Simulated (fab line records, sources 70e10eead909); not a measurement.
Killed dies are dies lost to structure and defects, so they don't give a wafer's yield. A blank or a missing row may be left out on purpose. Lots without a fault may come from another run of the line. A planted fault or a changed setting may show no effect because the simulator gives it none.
Which tool did it? | flow nand_harc | 11 lots, 33 wafers sampled, at 6 steps of a route of 1302

WHAT THE GAUGES READ, wafer by wafer
NHARC_P_GATE_CD_MEAS_11: target cd 1640 nm.
lot  | measured     | on        | cd_nm (nm)
L842 | day 4 11:45  | cd_sem-01 | 1640.7 1640.1 1641.6
L843 | day 4 16:04  | cd_sem-03 | 1640.6 1635.5 1640.9
L845 | day 5 14:37  | cd_sem-02 | 1640.8 1642.6 1640.0
L846 | day 5 23:22  | cd_sem-03 | 1641.4 1638.5 1640.3
L849 | day 7 05:35  | cd_sem-02 | 1637.2 1638.5 1637.8
L853 | day 8 19:17  | cd_sem-03 | 1639.1 1637.0 1639.2
L854 | day 9 07:24  | cd_sem-01 | - - -
L860 | day 12 05:29 | cd_sem-01 | 1638.2 1640.5 1639.5
L863 | day 13 08:07 | cd_sem-03 | 1638.1 1639.2 1640.5
L864 | day 13 08:16 | cd_sem-01 | 1640.0 1638.1 1638.7
L865 | day 14 03:01 | cd_sem-01 | 1639.9 1638.8 1640.7

NHARC_P_GATE_OVL_MEAS_27.
lot  | measured     | on         | overlay_x_nm (nm) | overlay_y_nm (nm)
L842 | day 5 01:53  | overlay-02 | 1.0 1.0 1.0       | -1.8 -0.9 -1.2
L843 | day 5 08:55  | overlay-02 | -0.3 0.1 -0.3     | 0.5 0.6 0.2
L845 | day 6 08:02  | overlay-02 | 0.3 0.6 0.1       | -0.6 -0.8 -0.1
L846 | day 6 15:13  | overlay-01 | 1.4 1.5 1.1       | 0.7 0.9 0.9
L849 | day 7 20:01  | overlay-01 | 0.2 -0.1 0.0      | -1.4 -1.2 -1.2
L853 | day 9 12:23  | overlay-01 | -0.9 -0.9 -0.9    | -0.8 -0.9 -1.0
L854 | day 9 21:27  | overlay-01 | 1.0 0.1 0.4       | -2.2 -2.7 -2.2
L860 | day 12 22:21 | overlay-02 | -0.1 -0.1 0.4     | 1.4 1.4 1.2
L863 | day 14 00:49 | overlay-01 | 0.7 0.5 0.7       | 0.2 0.0 -0.1
L864 | day 14 00:58 | overlay-02 | 0.7 0.9 0.8       | -1.7 -1.9 -1.7
L865 | day 14 17:13 | overlay-02 | -0.3 -0.2 -0.4    | -0.2 0.2 -0.8

NHARC_END_SORT_01.
lot  | measured     | on        | killed_at_array | killed_at_other | killed_at_periphery | killed_dies | killed_open | killed_short
L854 | day 29 04:04 | prober-02 | 38 36 42        | 0 0 0           | 639 641 635         | 677 677 677 | 0 4 3       | 2 3 2

WHICH TOOL RAN EACH LOT (tool, then ch and the chambers of the sampled wafers, then the start)
lot  | NHARC_P_ZERO_WELL_RTA_42         | NHARC_P_GATE_EXPOSE_08            | NHARC_P_GATE_ETCH_104
L842 | rtp_anneal-01 ch 0, day 2 04:41  | krf_scanner-03 ch 0, day 4 11:36  | rie_diel-06 ch 2,3, day 5 02:04
L843 | rtp_anneal-01 ch 0, day 2 13:16  | krf_scanner-03 ch 0, day 4 15:55  | rie_diel-10 ch 0,1,3, day 5 09:06
L845 | rtp_anneal-02 ch 0, day 3 08:56  | krf_scanner-02 ch 0, day 5 14:27  | rie_diel-03 ch 0,1,3, day 6 08:13
L846 | rtp_anneal-02 ch 0, day 3 19:03  | krf_scanner-04 ch 0, day 5 23:13  | rie_diel-03 ch 0,1,3, day 6 15:23
L849 | rtp_anneal-01 ch 0, day 5 00:55  | krf_scanner-02 ch 0, day 7 05:25  | rie_diel-06 ch 0,1, day 7 20:12
L853 | rtp_anneal-01 ch 0, day 6 16:59  | krf_scanner-02 ch 0, day 8 19:08  | rie_diel-03 ch 0,3, day 9 12:34
L854 | rtp_anneal-02 ch 0, day 7 03:01  | krf_scanner-02 ch 0, day 9 07:15  | rie_diel-10 ch 2,3, day 9 21:38
L860 | rtp_anneal-02 ch 0, day 9 16:53  | krf_scanner-04 ch 0, day 12 05:19 | rie_diel-10 ch 0,2, day 12 22:32
L863 | rtp_anneal-02 ch 0, day 10 21:20 | krf_scanner-02 ch 0, day 13 07:58 | rie_diel-10 ch 1,2,3, day 14 01:01
L864 | rtp_anneal-01 ch 0, day 11 06:59 | krf_scanner-03 ch 0, day 13 08:07 | rie_diel-03 ch 0,1,2, day 14 01:17
L865 | rtp_anneal-02 ch 0, day 11 19:22 | krf_scanner-02 ch 0, day 14 02:51 | rie_diel-03 ch 0,1,3, day 14 17:25
- NHARC_P_ZERO_WELL_RTA_42: time 300 s.
- NHARC_P_GATE_EXPOSE_08: exposes mask P HV.
- NHARC_P_GATE_ETCH_104: etches the open film in CF4/CHF3, target depth 60 nm.

WHAT THE TOOLS THEMSELVES READ (means of the sampled wafers that have a number; where no wafer has one, the mark that the record gives instead)
NHARC_P_ZERO_WELL_RTA_42.
lot  | tool          | lamp_power_pct (%) | lamp_zone_1_pct (%) | lamp_zone_2_pct (%) | wafer_temp_C_max
L842 | rtp_anneal-01 | 36.2               | 36.2                | 36.2                | 1107.1
L843 | rtp_anneal-01 | 36.2               | 36.2                | 36.2                | 1106.7
L845 | rtp_anneal-02 | 33.5               | 33.5                | 33.5                | 1106.2
L846 | rtp_anneal-02 | 33.5               | 33.5                | 33.5                | 1108.7
L849 | rtp_anneal-01 | 36.2               | 36.2                | 36.2                | 1107.2
L853 | rtp_anneal-01 | 36.2               | 36.2                | 36.2                | 1107.1
L854 | rtp_anneal-02 | 33.5               | 33.5                | 33.5                | 1108.6
L860 | rtp_anneal-02 | 33.5               | 33.5                | 33.5                | 1108.2
L863 | rtp_anneal-02 | 33.5               | 33.5                | 33.5                | 1107.8
L864 | rtp_anneal-01 | 36.1               | 36.2                | 36.2                | 1105.8
L865 | rtp_anneal-02 | 33.5               | 33.5                | 33.5                | 1107.3

NHARC_P_GATE_EXPOSE_08.
lot  | tool           | focus_offset_nm (nm)
L842 | krf_scanner-03 | 0.1
L843 | krf_scanner-03 | -0.3
L845 | krf_scanner-02 | 0.1
L846 | krf_scanner-04 | -0.3
L849 | krf_scanner-02 | -0.1
L853 | krf_scanner-02 | -0.2
L854 | krf_scanner-02 | 0.5
L860 | krf_scanner-04 | 0.2
L863 | krf_scanner-02 | -0.2
L864 | krf_scanner-03 | -0.8
L865 | krf_scanner-02 | -0.4

NHARC_P_GATE_ETCH_104.
lot  | tool        | chamber_pressure_mTorr (mTorr) | drypump_motor_current_A (A) | oes_product_au (a.u.) | rf_vpp_V (V) | showerhead_plenum_p_Torr (Torr) | throttle_valve_pct (%)
L842 | rie_diel-06 | 24.989                         | 5.7                         | 0.958                 | 371.3        | 1.58                            | 16.810
L843 | rie_diel-10 | 25.000                         | 6.1                         | 0.970                 | 372.3        | 1.61                            | 16.805
L845 | rie_diel-03 | 25.007                         | 5.7                         | 0.962                 | 369.1        | 1.53                            | 16.804
L846 | rie_diel-03 | 24.982                         | 5.7                         | 0.960                 | 369.0        | 1.53                            | 16.796
L849 | rie_diel-06 | 25.012                         | 5.4                         | 0.916                 | 372.5        | 1.64                            | 16.799
L853 | rie_diel-03 | 25.006                         | 5.6                         | 0.926                 | 367.2        | 1.47                            | 16.807
L854 | rie_diel-10 | 24.992                         | 5.7                         | 0.973                 | 370.5        | 1.54                            | 16.802
L860 | rie_diel-10 | 25.025                         | 6.1                         | 0.924                 | 369.8        | 1.58                            | 16.793
L863 | rie_diel-10 | 25.009                         | 5.9                         | 0.949                 | 370.0        | 1.55                            | 16.799
L864 | rie_diel-03 | 25.007                         | 5.7                         | 0.924                 | 368.8        | 1.54                            | 16.800
L865 | rie_diel-03 | 24.999                         | 5.7                         | 0.968                 | 367.9        | 1.52                            | 16.798

THE ANSWER, worked out from the rows above alone
Rule: what is usual is taken from the lots themselves. Put in order of their means at a reading, lots are off if they are a third of the lots or fewer, leave a main group of 4 or more, and stand apart from it by a gap of 3 or more times the standard deviation of the main group's means; of several such gaps the widest counts. A main group whose means are all the same, to the digits that the tables above print for the reading, isn't used. A lot without any number at a reading at which 4 lots or more have one is off too. The other lots that the step has rows for count as sound. The gauges are gone through in route order, then the tools' own readings, and for those a lot's mean is taken as printed above. The first step at which some lot is off is used, and at that step the reading that is off furthest; a lot without a number counts as furthest.
Off: L854, at NHARC_P_GATE_CD_MEAS_11 (cd_nm). Without a number there: L854. The main group: mean 1639.5 nm, standard deviation 0.96.
A tool fits if, at a process step before that reading, it ran every lot that is off, and no sound lot after the first of them. The gauges at NHARC_P_GATE_CD_MEAS_11 are tried like those tools. None of those tried fits.

WHAT THE SIMULATOR HAD PUT IN
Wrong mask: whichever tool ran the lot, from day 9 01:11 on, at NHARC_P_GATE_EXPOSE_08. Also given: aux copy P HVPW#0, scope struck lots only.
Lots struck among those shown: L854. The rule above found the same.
